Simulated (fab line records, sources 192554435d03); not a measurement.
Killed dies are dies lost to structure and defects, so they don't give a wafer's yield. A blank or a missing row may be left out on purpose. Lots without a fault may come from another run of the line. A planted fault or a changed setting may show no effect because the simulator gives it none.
Which tool did it? | flow n5_finfet | 6 lots, 18 wafers sampled, at 2 steps of a route of 1938

WHAT THE GAUGES READ, wafer by wafer
N5_MIM_BOT_LITHO_CD_MEAS_08: target cd 3000 nm.
lot  | measured     | on        | cd_nm (nm)
L454 | day 12 03:54 | cd_sem-02 | 2999.8 3002.3 3001.5
L459 | day 13 12:52 | cd_sem-01 | 2999.3 3001.1 2999.1
L462 | day 13 19:51 | cd_sem-02 | 2997.7 2997.9 2999.8
L464 | day 15 07:06 | cd_sem-01 | 3001.3 2999.0 2998.8
L471 | day 16 19:32 | cd_sem-01 | 2998.2 2999.0 2997.9
L476 | day 18 08:07 | cd_sem-02 | 2999.5 2997.4 2999.2

WHICH TOOL RAN EACH LOT (tool, then ch and the chambers of the sampled wafers, then the start)
lot  | N5_HKMG_FIN_ETCH_32
L454 | rie_diel-02 ch 1,2,3, day 4 12:25
L459 | rie_diel-02 ch 0,2,3, day 5 20:51
L462 | rie_diel-04 ch 1,2,3, day 6 13:55
L464 | rie_diel-03 ch 0,1, day 6 23:55
L471 | rie_diel-02 ch 0,1,3, day 8 18:08
L476 | rie_diel-03 ch 0,1,2, day 9 19:37
- N5_HKMG_FIN_ETCH_32: etches SOC in N2/H2, target depth 240 nm, time 300 s.

THE ANSWER, worked out from the rows above alone
Rule: what is usual is taken from the lots themselves. Put in order of their means at a reading, lots are off if they are a third of the lots or fewer, leave a main group of 4 or more, and stand apart from it by a gap of 3 or more times the standard deviation of the main group's means; of several such gaps the widest counts. A main group whose means are all the same, to the digits that the tables above print for the reading, isn't used. A lot without any number at a reading at which 4 lots or more have one is off too. The other lots that the step has rows for count as sound.
No lot is off at any reading shown: from this, nothing can be told.

WHAT THE SIMULATOR HAD PUT IN
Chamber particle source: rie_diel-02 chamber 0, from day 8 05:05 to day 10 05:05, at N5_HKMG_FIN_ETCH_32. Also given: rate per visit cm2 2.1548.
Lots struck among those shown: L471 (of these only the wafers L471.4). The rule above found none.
